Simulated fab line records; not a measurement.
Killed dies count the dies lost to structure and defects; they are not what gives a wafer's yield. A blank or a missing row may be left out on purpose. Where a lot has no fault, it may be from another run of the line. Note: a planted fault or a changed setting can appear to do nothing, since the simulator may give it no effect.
Which tool is to blame? || flow nandHarc || 24 lots with 72 wafers sampled at 4 steps, on a route of 1159 steps

## WHAT THE GAUGES READ, wafer by wafer
NHARC_P_CONTACT_CD_MEAS_19.
{"lot": "L074", "measured": "day 5 06:58", "on": "cdSem-03", "cdNm (nm)": "85.8 90.4 92.0"}
{"lot": "L075", "measured": "day 5 16:47", "on": "cdSem-01", "cdNm (nm)": "86.8 88.1 89.2"}
{"lot": "L077", "measured": "day 6 08:27", "on": "cdSem-01", "cdNm (nm)": "84.7 89.6 88.6"}
{"lot": "L076", "measured": "day 6 11:15", "on": "cdSem-02", "cdNm (nm)": "86.2 90.3 83.6"}
{"lot": "L079", "measured": "day 6 14:56", "on": "cdSem-03", "cdNm (nm)": "87.9 87.4 85.5"}
{"lot": "L078", "measured": "day 6 16:35", "on": "cdSem-01", "cdNm (nm)": "89.3 84.8 88.5"}
{"lot": "L081", "measured": "day 7 06:05", "on": "cdSem-03", "cdNm (nm)": "89.3 91.2 91.5"}
{"lot": "L080", "measured": "day 7 06:28", "on": "cdSem-02", "cdNm (nm)": "89.3 88.2 89.5"}
{"lot": "L082", "measured": "day 7 22:53", "on": "cdSem-02", "cdNm (nm)": "89.1 89.4 90.6"}
{"lot": "L083", "measured": "day 8 03:34", "on": "cdSem-03", "cdNm (nm)": "85.4 86.9 88.3"}
{"lot": "L084", "measured": "day 8 07:32", "on": "cdSem-02", "cdNm (nm)": "89.1 86.3 86.1"}
{"lot": "L087", "measured": "day 9 05:55", "on": "cdSem-01", "cdNm (nm)": "86.5 86.9 87.8"}
{"lot": "L086", "measured": "day 9 08:03", "on": "cdSem-03", "cdNm (nm)": "89.6 92.4 90.4"}
{"lot": "L088", "measured": "day 9 13:25", "on": "cdSem-03", "cdNm (nm)": "89.3 88.8 88.9"}
{"lot": "L085", "measured": "day 9 08:56", "on": "cdSem-02", "cdNm (nm)": "86.7 88.3 89.8"}
{"lot": "L089", "measured": "day 9 17:45", "on": "cdSem-01", "cdNm (nm)": "91.7 87.8 88.7"}
{"lot": "L090", "measured": "day 9 21:08", "on": "cdSem-03", "cdNm (nm)": "87.6 89.1 89.7"}
{"lot": "L092", "measured": "day 10 02:20", "on": "cdSem-01", "cdNm (nm)": "86.6 91.1 91.5"}
{"lot": "L091", "measured": "day 10 03:17", "on": "cdSem-01", "cdNm (nm)": "85.1 87.5 87.0"}
{"lot": "L093", "measured": "day 10 09:26", "on": "cdSem-01", "cdNm (nm)": "89.0 92.3 83.6"}
{"lot": "L094", "measured": "day 10 08:49", "on": "cdSem-02", "cdNm (nm)": "88.7 90.5 88.4"}
{"lot": "L095", "measured": "day 10 21:50", "on": "cdSem-03", "cdNm (nm)": "86.3 86.8 92.3"}
{"lot": "L096", "measured": "day 11 03:18", "on": "cdSem-02", "cdNm (nm)": "88.0 90.2 89.6"}
{"lot": "L097", "measured": "day 11 12:25", "on": "cdSem-01", "cdNm (nm)": "89.5 90.1 90.5"}

## WHAT TOOL EACH LOT RAN ON (gives the tool, then ch and the chambers of the sampled wafers, and finally the start)
{"lot": "L074", "NHARC_P_GATE_DEP_103": "pecvd-03 ch 0,1,2, day 4 08:46", "NHARC_P_GATE_DESCUM_31": "rieDiel-06 ch 0,2,3, day 4 09:43", "NHARC_P_CONTACT_DEP_00": "pecvd-04 ch 1,2, day 5 06:58 or earlier"}
{"lot": "L075", "NHARC_P_GATE_DEP_103": "pecvd-01 ch 0,1,2, day 4 17:58", "NHARC_P_GATE_DESCUM_31": "rieDiel-13 ch 1,2,3, day 4 18:59", "NHARC_P_CONTACT_DEP_00": "pecvd-02 ch 0,1,2, day 5 16:47 or earlier"}
{"lot": "L077", "NHARC_P_GATE_DEP_103": "pecvd-03 ch 0,1,2, day 5 10:41", "NHARC_P_GATE_DESCUM_31": "rieDiel-06 ch 2,3, day 5 11:26", "NHARC_P_CONTACT_DEP_00": "pecvd-04 ch 0,1, day 6 08:27 or earlier"}
{"lot": "L076", "NHARC_P_GATE_DEP_103": "pecvd-01 ch 0,2, day 5 10:47", "NHARC_P_GATE_DESCUM_31": "rieDiel-01 ch 2,3, day 5 11:41", "NHARC_P_CONTACT_DEP_00": "pecvd-02 ch 1,2, day 6 11:15 or earlier"}
{"lot": "L079", "NHARC_P_GATE_DEP_103": "pecvd-04 ch 0,1,2, day 5 16:44", "NHARC_P_GATE_DESCUM_31": "rieDiel-13 ch 0,1, day 5 17:34", "NHARC_P_CONTACT_DEP_00": "pecvd-02 ch 1,2, day 6 14:56 or earlier"}
{"lot": "L078", "NHARC_P_GATE_DEP_103": "pecvd-01 ch 1,2, day 5 16:51", "NHARC_P_GATE_DESCUM_31": "rieDiel-01 ch 1,3, day 5 17:44", "NHARC_P_CONTACT_DEP_00": "pecvd-01 ch 1,2, day 6 16:35 or earlier"}
{"lot": "L081", "NHARC_P_GATE_DEP_103": "pecvd-01 ch 0,2, day 6 08:31", "NHARC_P_GATE_DESCUM_31": "rieDiel-01 ch 0,1,3, day 6 09:11", "NHARC_P_CONTACT_DEP_00": "pecvd-02 ch 0,2, day 7 06:05 or earlier"}
{"lot": "L080", "NHARC_P_GATE_DEP_103": "pecvd-04 ch 0,2, day 6 08:31", "NHARC_P_GATE_DESCUM_31": "rieDiel-13 ch 0,1,2, day 6 09:23", "NHARC_P_CONTACT_DEP_00": "pecvd-04 ch 0,1,2, day 7 06:28 or earlier"}
{"lot": "L082", "NHARC_P_GATE_DEP_103": "pecvd-04 ch 0,1, day 6 21:47", "NHARC_P_GATE_DESCUM_31": "rieDiel-13 ch 1,2, day 6 22:31", "NHARC_P_CONTACT_DEP_00": "pecvd-04 ch 1,2, day 7 22:53 or earlier"}
{"lot": "L083", "NHARC_P_GATE_DEP_103": "pecvd-01 ch 0,1,2, day 7 04:10", "NHARC_P_GATE_DESCUM_31": "rieDiel-06 ch 0,1,2, day 7 04:54", "NHARC_P_CONTACT_DEP_00": "pecvd-04 ch 0,1,2, day 8 03:34 or earlier"}
{"lot": "L084", "NHARC_P_GATE_DEP_103": "pecvd-01 ch 0,2, day 7 04:22", "NHARC_P_GATE_DESCUM_31": "rieDiel-06 ch 0,1,2, day 7 05:14", "NHARC_P_CONTACT_DEP_00": "pecvd-02 ch 0,2, day 8 07:32 or earlier"}
{"lot": "L087", "NHARC_P_GATE_DEP_103": "pecvd-01 ch 0,1,2, day 7 21:50", "NHARC_P_GATE_DESCUM_31": "rieDiel-13 ch 1,2,3, day 7 22:41", "NHARC_P_CONTACT_DEP_00": "pecvd-02 ch 0,1,2, day 9 05:55 or earlier"}
{"lot": "L086", "NHARC_P_GATE_DEP_103": "pecvd-01 ch 1,2, day 7 22:03", "NHARC_P_GATE_DESCUM_31": "rieDiel-13 ch 1,2, day 7 22:57", "NHARC_P_CONTACT_DEP_00": "pecvd-01 ch 0,1, day 9 08:03 or earlier"}
{"lot": "L088", "NHARC_P_GATE_DEP_103": "pecvd-03 ch 1,2, day 7 22:29", "NHARC_P_GATE_DESCUM_31": "rieDiel-06 ch 1,2,3, day 7 23:22", "NHARC_P_CONTACT_DEP_00": "pecvd-02 ch 0,2, day 9 11:02"}
{"lot": "L085", "NHARC_P_GATE_DEP_103": "pecvd-04 ch 0,2, day 7 22:43", "NHARC_P_GATE_DESCUM_31": "rieDiel-13 ch 0,3, day 7 23:37", "NHARC_P_CONTACT_DEP_00": "pecvd-01 ch 1,2, day 9 08:56 or earlier"}
{"lot": "L089", "NHARC_P_GATE_DEP_103": "pecvd-01 ch 0,1, day 8 19:12", "NHARC_P_GATE_DESCUM_31": "rieDiel-06 ch 1,2, day 8 20:01", "NHARC_P_CONTACT_DEP_00": "pecvd-02 ch 0,1,2, day 9 17:45 or earlier"}
{"lot": "L090", "NHARC_P_GATE_DEP_103": "pecvd-03 ch 0,1, day 8 19:19", "NHARC_P_GATE_DESCUM_31": "rieDiel-13 ch 1,3, day 8 20:10", "NHARC_P_CONTACT_DEP_00": "pecvd-04 ch 1,2, day 9 21:08 or earlier"}
{"lot": "L092", "NHARC_P_GATE_DEP_103": "pecvd-01 ch 0,1,2, day 9 02:38", "NHARC_P_GATE_DESCUM_31": "rieDiel-13 ch 1,2, day 9 03:46", "NHARC_P_CONTACT_DEP_00": "pecvd-04 ch 0,1, day 10 02:20 or earlier"}
{"lot": "L091", "NHARC_P_GATE_DEP_103": "pecvd-01 ch 0,1,2, day 9 03:08", "NHARC_P_GATE_DESCUM_31": "rieDiel-06 ch 0,3, day 9 03:55", "NHARC_P_CONTACT_DEP_00": "pecvd-01 ch 0,1,2, day 10 03:17 or earlier"}
{"lot": "L093", "NHARC_P_GATE_DEP_103": "pecvd-03 ch 0,2, day 9 10:02", "NHARC_P_GATE_DESCUM_31": "rieDiel-06 ch 2,3, day 9 10:52", "NHARC_P_CONTACT_DEP_00": "pecvd-04 ch 0,1, day 10 09:26 or earlier"}
{"lot": "L094", "NHARC_P_GATE_DEP_103": "pecvd-03 ch 1,2, day 9 10:10", "NHARC_P_GATE_DESCUM_31": "rieDiel-13 ch 2, day 9 11:02", "NHARC_P_CONTACT_DEP_00": "pecvd-04 ch 0,1,2, day 10 08:49 or earlier"}
{"lot": "L095", "NHARC_P_GATE_DEP_103": "pecvd-01 ch 1,2, day 9 23:13", "NHARC_P_GATE_DESCUM_31": "rieDiel-06 ch 0,1,3, day 10 00:02", "NHARC_P_CONTACT_DEP_00": "pecvd-04 ch 0,1,2, day 10 21:50 or earlier"}
{"lot": "L096", "NHARC_P_GATE_DEP_103": "pecvd-03 ch 0,1,2, day 10 03:31", "NHARC_P_GATE_DESCUM_31": "rieDiel-06 ch 0,1,3, day 10 04:23", "NHARC_P_CONTACT_DEP_00": "pecvd-02 ch 0,1,2, day 11 03:18 or earlier"}
{"lot": "L097", "NHARC_P_GATE_DEP_103": "pecvd-01 ch 0,1, day 10 14:25", "NHARC_P_GATE_DESCUM_31": "rieDiel-13 ch 1,3, day 10 15:09", "NHARC_P_CONTACT_DEP_00": "pecvd-02 ch 0,1,2, day 11 12:25 or earlier"}
- NHARC_P_GATE_DEP_103: deposits SiON, target thk 30 nm.
- NHARC_P_GATE_DESCUM_31: chemistry O2, time 3 s.
- NHARC_P_CONTACT_DEP_00: deposits SiO2, target thk 500 nm.

## AS READ BY THE TOOLS THEMSELVES (means over the sampled wafers that have a number; for cases with no such wafer, the mark the record gives instead)
NHARC_P_GATE_DEP_103.
{"lot": "L074", "tool": "pecvd-03", "heaterPowerW (W)": 746}
{"lot": "L075", "tool": "pecvd-01", "heaterPowerW (W)": 700}
{"lot": "L077", "tool": "pecvd-03", "heaterPowerW (W)": 755}
{"lot": "L076", "tool": "pecvd-01", "heaterPowerW (W)": 705}
{"lot": "L079", "tool": "pecvd-04", "heaterPowerW (W)": 766}
{"lot": "L078", "tool": "pecvd-01", "heaterPowerW (W)": 665}
{"lot": "L081", "tool": "pecvd-01", "heaterPowerW (W)": 694}
{"lot": "L080", "tool": "pecvd-04", "heaterPowerW (W)": 742}
{"lot": "L082", "tool": "pecvd-04", "heaterPowerW (W)": 704}
{"lot": "L083", "tool": "pecvd-01", "heaterPowerW (W)": 733}
{"lot": "L084", "tool": "pecvd-01", "heaterPowerW (W)": 761}
{"lot": "L087", "tool": "pecvd-01", "heaterPowerW (W)": 709}
{"lot": "L086", "tool": "pecvd-01", "heaterPowerW (W)": 740}
{"lot": "L088", "tool": "pecvd-03", "heaterPowerW (W)": 843}
{"lot": "L085", "tool": "pecvd-04", "heaterPowerW (W)": 768}
{"lot": "L089", "tool": "pecvd-01", "heaterPowerW (W)": 673}
{"lot": "L090", "tool": "pecvd-03", "heaterPowerW (W)": 685}
{"lot": "L092", "tool": "pecvd-01", "heaterPowerW (W)": 721}
{"lot": "L091", "tool": "pecvd-01", "heaterPowerW (W)": 703}
{"lot": "L093", "tool": "pecvd-03", "heaterPowerW (W)": 748}
{"lot": "L094", "tool": "pecvd-03", "heaterPowerW (W)": 771}
{"lot": "L095", "tool": "pecvd-01", "heaterPowerW (W)": 719}
{"lot": "L096", "tool": "pecvd-03", "heaterPowerW (W)": 721}
{"lot": "L097", "tool": "pecvd-01", "heaterPowerW (W)": 707}

NHARC_P_GATE_DESCUM_31.
{"lot": "L074", "tool": "rieDiel-06", "drypumpMotorCurrentA (A)": 6.0, "oesProductAu (a.u.)": 0.982, "rfVppV (V)": 58.0, "showerheadPlenumPTorr (Torr)": 1.91, "throttleValvePct (%)": 11.313}
{"lot": "L075", "tool": "rieDiel-13", "drypumpMotorCurrentA (A)": 5.7, "oesProductAu (a.u.)": 1.004, "rfVppV (V)": 58.4, "showerheadPlenumPTorr (Torr)": 1.96, "throttleValvePct (%)": 11.318}
{"lot": "L077", "tool": "rieDiel-06", "drypumpMotorCurrentA (A)": 6.2, "oesProductAu (a.u.)": 0.985, "rfVppV (V)": 58.0, "showerheadPlenumPTorr (Torr)": 1.90, "throttleValvePct (%)": 11.318}
{"lot": "L076", "tool": "rieDiel-01", "drypumpMotorCurrentA (A)": 5.6, "oesProductAu (a.u.)": 1.020, "rfVppV (V)": 57.6, "showerheadPlenumPTorr (Torr)": 2.00, "throttleValvePct (%)": 11.309}
{"lot": "L079", "tool": "rieDiel-13", "drypumpMotorCurrentA (A)": 5.6, "oesProductAu (a.u.)": 1.001, "rfVppV (V)": 58.0, "showerheadPlenumPTorr (Torr)": 1.94, "throttleValvePct (%)": 11.315}
{"lot": "L078", "tool": "rieDiel-01", "drypumpMotorCurrentA (A)": 5.5, "oesProductAu (a.u.)": 1.012, "rfVppV (V)": 57.5, "showerheadPlenumPTorr (Torr)": 1.93, "throttleValvePct (%)": 11.312}
{"lot": "L081", "tool": "rieDiel-01", "drypumpMotorCurrentA (A)": 5.8, "oesProductAu (a.u.)": 1.019, "rfVppV (V)": 58.5, "showerheadPlenumPTorr (Torr)": 1.97, "throttleValvePct (%)": 11.327}
{"lot": "L080", "tool": "rieDiel-13", "drypumpMotorCurrentA (A)": 5.7, "oesProductAu (a.u.)": 0.993, "rfVppV (V)": 57.9, "showerheadPlenumPTorr (Torr)": 1.90, "throttleValvePct (%)": 11.316}
{"lot": "L082", "tool": "rieDiel-13", "drypumpMotorCurrentA (A)": 5.7, "oesProductAu (a.u.)": 0.997, "rfVppV (V)": 57.9, "showerheadPlenumPTorr (Torr)": 1.95, "throttleValvePct (%)": 11.299}
{"lot": "L083", "tool": "rieDiel-06", "drypumpMotorCurrentA (A)": 5.5, "oesProductAu (a.u.)": 0.981, "rfVppV (V)": 57.3, "showerheadPlenumPTorr (Torr)": 1.92, "throttleValvePct (%)": 11.314}
{"lot": "L084", "tool": "rieDiel-06", "drypumpMotorCurrentA (A)": 5.5, "oesProductAu (a.u.)": 0.988, "rfVppV (V)": 57.2, "showerheadPlenumPTorr (Torr)": 1.92, "throttleValvePct (%)": 11.309}
{"lot": "L087", "tool": "rieDiel-13", "drypumpMotorCurrentA (A)": 5.7, "oesProductAu (a.u.)": 1.002, "rfVppV (V)": 57.3, "showerheadPlenumPTorr (Torr)": 1.95, "throttleValvePct (%)": 11.307}
{"lot": "L086", "tool": "rieDiel-13", "drypumpMotorCurrentA (A)": 5.6, "oesProductAu (a.u.)": 1.006, "rfVppV (V)": 57.8, "showerheadPlenumPTorr (Torr)": 1.98, "throttleValvePct (%)": 11.306}
{"lot": "L088", "tool": "rieDiel-06", "drypumpMotorCurrentA (A)": 5.8, "oesProductAu (a.u.)": 0.994, "rfVppV (V)": 57.4, "showerheadPlenumPTorr (Torr)": 1.90, "throttleValvePct (%)": 11.314}
{"lot": "L085", "tool": "rieDiel-13", "drypumpMotorCurrentA (A)": 5.8, "oesProductAu (a.u.)": 0.991, "rfVppV (V)": 57.2, "showerheadPlenumPTorr (Torr)": 1.89, "throttleValvePct (%)": 11.318}
{"lot": "L089", "tool": "rieDiel-06", "drypumpMotorCurrentA (A)": 5.6, "oesProductAu (a.u.)": 0.989, "rfVppV (V)": 57.5, "showerheadPlenumPTorr (Torr)": 1.90, "throttleValvePct (%)": 11.319}
{"lot": "L090", "tool": "rieDiel-13", "drypumpMotorCurrentA (A)": 5.7, "oesProductAu (a.u.)": 1.006, "rfVppV (V)": 58.2, "showerheadPlenumPTorr (Torr)": 1.99, "throttleValvePct (%)": 11.309}
{"lot": "L092", "tool": "rieDiel-13", "drypumpMotorCurrentA (A)": 5.8, "oesProductAu (a.u.)": 1.000, "rfVppV (V)": 58.5, "showerheadPlenumPTorr (Torr)": 1.94, "throttleValvePct (%)": 11.308}
{"lot": "L091", "tool": "rieDiel-06", "drypumpMotorCurrentA (A)": 6.1, "oesProductAu (a.u.)": 0.987, "rfVppV (V)": 57.4, "showerheadPlenumPTorr (Torr)": 1.90, "throttleValvePct (%)": 11.314}
{"lot": "L093", "tool": "rieDiel-06", "drypumpMotorCurrentA (A)": 6.1, "oesProductAu (a.u.)": 0.989, "rfVppV (V)": 58.2, "showerheadPlenumPTorr (Torr)": 1.90, "throttleValvePct (%)": 11.311}
{"lot": "L094", "tool": "rieDiel-13", "drypumpMotorCurrentA (A)": 5.8, "oesProductAu (a.u.)": 0.995, "rfVppV (V)": 57.9, "showerheadPlenumPTorr (Torr)": 1.90, "throttleValvePct (%)": 11.303}
{"lot": "L095", "tool": "rieDiel-06", "drypumpMotorCurrentA (A)": 5.7, "oesProductAu (a.u.)": 0.994, "rfVppV (V)": 57.6, "showerheadPlenumPTorr (Torr)": 1.90, "throttleValvePct (%)": 11.318}
{"lot": "L096", "tool": "rieDiel-06", "drypumpMotorCurrentA (A)": 5.7, "oesProductAu (a.u.)": 0.995, "rfVppV (V)": 57.3, "showerheadPlenumPTorr (Torr)": 1.90, "throttleValvePct (%)": 11.310}
{"lot": "L097", "tool": "rieDiel-13", "drypumpMotorCurrentA (A)": 5.6, "oesProductAu (a.u.)": 1.014, "rfVppV (V)": 57.9, "showerheadPlenumPTorr (Torr)": 1.99, "throttleValvePct (%)": 11.313}

NHARC_P_CONTACT_DEP_00.
{"lot": "L074", "tool": "pecvd-04", "heaterPowerW (W)": 497, "throttleValvePct (%)": 15.5}
{"lot": "L075", "tool": "pecvd-02", "heaterPowerW (W)": 595, "throttleValvePct (%)": 15.9}
{"lot": "L077", "tool": "pecvd-04", "heaterPowerW (W)": 492, "throttleValvePct (%)": 15.1}
{"lot": "L076", "tool": "pecvd-02", "heaterPowerW (W)": 529, "throttleValvePct (%)": 16.1}
{"lot": "L079", "tool": "pecvd-02", "heaterPowerW (W)": 585, "throttleValvePct (%)": 16.0}
{"lot": "L078", "tool": "pecvd-01", "heaterPowerW (W)": 549, "throttleValvePct (%)": 16.1}
{"lot": "L081", "tool": "pecvd-02", "heaterPowerW (W)": 595, "throttleValvePct (%)": 16.3}
{"lot": "L080", "tool": "pecvd-04", "heaterPowerW (W)": 541, "throttleValvePct (%)": 15.6}
{"lot": "L082", "tool": "pecvd-04", "heaterPowerW (W)": 538, "throttleValvePct (%)": 16.3}
{"lot": "L083", "tool": "pecvd-04", "heaterPowerW (W)": 498, "throttleValvePct (%)": 15.7}
{"lot": "L084", "tool": "pecvd-02", "heaterPowerW (W)": 633, "throttleValvePct (%)": 16.0}
{"lot": "L087", "tool": "pecvd-02", "heaterPowerW (W)": 586, "throttleValvePct (%)": 15.6}
{"lot": "L086", "tool": "pecvd-01", "heaterPowerW (W)": 530, "throttleValvePct (%)": 15.9}
{"lot": "L088", "tool": "pecvd-02", "heaterPowerW (W)": 658, "throttleValvePct (%)": 16.1}
{"lot": "L085", "tool": "pecvd-01", "heaterPowerW (W)": 509, "throttleValvePct (%)": 16.3}
{"lot": "L089", "tool": "pecvd-02", "heaterPowerW (W)": 568, "throttleValvePct (%)": 15.8}
{"lot": "L090", "tool": "pecvd-04", "heaterPowerW (W)": 490, "throttleValvePct (%)": 15.5}
{"lot": "L092", "tool": "pecvd-04", "heaterPowerW (W)": 537, "throttleValvePct (%)": 14.9}
{"lot": "L091", "tool": "pecvd-01", "heaterPowerW (W)": 519, "throttleValvePct (%)": 16.3}
{"lot": "L093", "tool": "pecvd-04", "heaterPowerW (W)": 523, "throttleValvePct (%)": 15.0}
{"lot": "L094", "tool": "pecvd-04", "heaterPowerW (W)": 549, "throttleValvePct (%)": 15.5}
{"lot": "L095", "tool": "pecvd-04", "heaterPowerW (W)": 532, "throttleValvePct (%)": 15.6}
{"lot": "L096", "tool": "pecvd-02", "heaterPowerW (W)": 537, "throttleValvePct (%)": 15.8}
{"lot": "L097", "tool": "pecvd-02", "heaterPowerW (W)": 561, "throttleValvePct (%)": 15.7}

## THE ANSWER, worked out from the rows above alone
Rule: the lots themselves supply what counts as usual. The widest of any qualifying gaps counts: lots, ordered by their means at a reading, are off when they make up no more than a third of the lots, leave a main group of 4 or more, and stand apart from it by 3 or more times the standard deviation of that group's means. Not used: any main group whose means are identical at the precision the tables above print for the reading. Also off: a lot with no number at a reading for which 4 or more lots have one. The other lots that the step has rows for count as sound. Order of review: gauges by route order, followed by the tools' own readings, for which a lot's mean as printed above is used. At the first step where some lot is off, the reading lying furthest off is the one used; lots without a number count as furthest.
None of the lots is off at any reading shown; this tells nothing.

## WHAT HAD BEEN PUT IN BY THE SIMULATOR
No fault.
